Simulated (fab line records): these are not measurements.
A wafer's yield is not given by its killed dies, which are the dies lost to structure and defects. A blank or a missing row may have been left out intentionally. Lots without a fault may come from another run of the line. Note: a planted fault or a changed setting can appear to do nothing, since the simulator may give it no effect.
Which of the tools did it?    flow n5Finfet    24 lots with 72 wafers sampled at 3 steps, on a route of 1938 steps

WHAT EACH GAUGE READ, for each wafer
N5_BEOL_M12_INSPECT_12: inspects for defects (macro). Usual: rawDefectCount 2.3, standard deviation 1.6.
lot   measured      on                rawDefectCount  flag
L074  day 11 06:03  defectInspect-01  2 3 0           
L075  day 11 14:18  defectInspect-02  5 4 3           
L076  day 11 20:36  defectInspect-01  1 1 1           
L079  day 12 01:06  defectInspect-01  4 1 1           
L078  day 12 01:50  defectInspect-01  6 0 3           
L077  day 12 01:59  defectInspect-01  2 3 3           
L080  day 12 18:29  defectInspect-01  2 2 1           
L083  day 12 20:04  defectInspect-01  1 3 3           
L081  day 12 20:49  defectInspect-02  3 3 4           
L082  day 12 21:28  defectInspect-01  2 2 4           
L084  day 13 08:34  defectInspect-02  2 1 0           
L085  day 13 18:43  defectInspect-01  4 2 5           
L087  day 14 08:31  defectInspect-01  3 1 2           
L086  day 14 14:36  defectInspect-02  0 3 3           
L089  day 14 22:13  defectInspect-01  3 2 1           
L088  day 14 23:53  defectInspect-02  1 1 1           
L091  day 15 04:58  defectInspect-01  5 6 1           
L090  day 15 07:48  defectInspect-01  2 2 4           
L093  day 15 14:46  defectInspect-02  5 4 2           
L092  day 16 07:46  defectInspect-02  2 1 1           
L094  day 16 15:26  defectInspect-01  3 0 0           
L095  day 16 22:14  defectInspect-02  4 0 3           
L096  day 16 23:13  defectInspect-02  2 5 3           
L097  day 17 02:16  defectInspect-01  2 3 3           

N5_BEOL_M12_CD_MEAS_17 targets a cd of 140 nm. Usual: cdNm 140.3 nm, standard deviation 2.3.
lot   measured      on        cdNm (nm)          flag
L074  day 11 07:25  cdSem-03  141.1 139.1 139.6  
L075  day 11 15:07  cdSem-02  138.0 139.7 136.1  
L076  day 11 21:08  cdSem-01  139.7 143.3 142.7  
L079  day 12 01:41  cdSem-03  141.5 141.9 140.5  
L078  day 12 02:22  cdSem-01  138.4 141.5 139.5  
L077  day 12 02:33  cdSem-01  140.8 136.3 139.0  
L080  day 12 19:04  cdSem-03  143.0 140.8 138.9  
L083  day 12 20:38  cdSem-03  142.4 143.3 145.6  
L081  day 12 21:20  cdSem-03  145.8 140.7 144.5  
L082  day 12 22:07  cdSem-03  143.0 140.5 140.8  
L084  day 13 09:05  cdSem-02  139.2 138.1 135.7  
L085  day 13 19:17  cdSem-02  144.1 138.3 142.1  
L087  day 14 09:22  cdSem-03  139.0 135.7 140.7  
L086  day 14 15:08  cdSem-03  142.0 142.9 137.3  
L089  day 14 22:44  cdSem-03  139.9 138.3 137.0  
L088  day 15 00:25  cdSem-03  142.9 136.8 137.9  
L091  day 15 05:30  cdSem-03  136.3 140.4 137.1  
L090  day 15 08:20  cdSem-03  145.0 138.9 142.3  
L093  day 15 15:18  cdSem-03  138.6 139.2 136.0  
L092  day 16 08:18  cdSem-01  137.8 140.1 136.6  
L094  day 16 16:16  cdSem-02  140.2 135.4 139.6  
L095  day 16 22:46  cdSem-01  143.9 139.3 139.1  
L096  day 16 23:45  cdSem-03  140.2 142.1 138.1  
L097  day 17 02:48  cdSem-01  138.9 142.4 139.4  

N5_BEOL_M12_INSPECT_30: inspects for defects (macro). Usual: rawDefectCount 2.0, standard deviation 1.4.
lot   measured      on                rawDefectCount  flag
L074  day 11 07:47  defectInspect-02  2 7 3           
L075  day 11 15:37  defectInspect-01  1 1 3           
L076  day 11 21:31  defectInspect-01  1 0 1           
L079  day 12 02:11  defectInspect-01  5 1 2           
L078  day 12 02:46  defectInspect-02  0 4 2           
L077  day 12 02:56  defectInspect-01  1 2 3           
L080  day 12 19:34  defectInspect-02  2 2 0           
L083  day 12 21:01  defectInspect-01  2 0 2           
L081  day 12 21:43  defectInspect-02  2 1 3           
L082  day 12 22:37  defectInspect-02  2 1 1           
L084  day 13 09:28  defectInspect-02  1 0 1           
L085  day 13 19:47  defectInspect-01  1 1 3           
L087  day 14 09:52  defectInspect-01  1 3 1           
L086  day 14 15:38  defectInspect-01  2 3 1           
L089  day 14 23:14  defectInspect-01  4 8 4           
L088  day 15 00:56  defectInspect-01  4 1 2           
L091  day 15 05:52  defectInspect-01  3 1 1           
L090  day 15 08:53  defectInspect-02  4 1 1           
L093  day 15 15:41  defectInspect-02  4 2 1           
L092  day 16 08:49  defectInspect-02  2 2 3           
L094  day 16 16:47  defectInspect-02  1 1 2           
L095  day 16 23:08  defectInspect-02  5 3 0           
L096  day 17 00:15  defectInspect-01  3 4 3           
L097  day 17 03:11  defectInspect-01  1 2 1           

TOOL THAT RAN EACH LOT (tool first, then ch and the chambers of the sampled wafers, then the start)
Before these readings, the record contains no process step.

AS READ BY THE TOOLS THEMSELVES (means over the sampled wafers that have a number; for cases with no such wafer, the mark the record gives instead)
The record holds no such reading with a usual standard deviation.

THE ANSWER, worked out from the rows above alone
Rule: a lot is off if the mean of its wafers that have a number lies more than 3 standard deviations from the usual mean. A lot without any number at a reading at which 4 lots or more have one is off too. Any other lot the step has rows for is counted as sound. After the gauges, taken in route order, come the tools' own readings; for these a lot's mean is taken, as printed above. The first step at which some lot is off is used, and at that step the reading that is off furthest; a lot without a number counts as furthest.
No lot is off at any reading shown: from this, nothing can be told.

WHAT THE SIMULATOR HAD PUT IN
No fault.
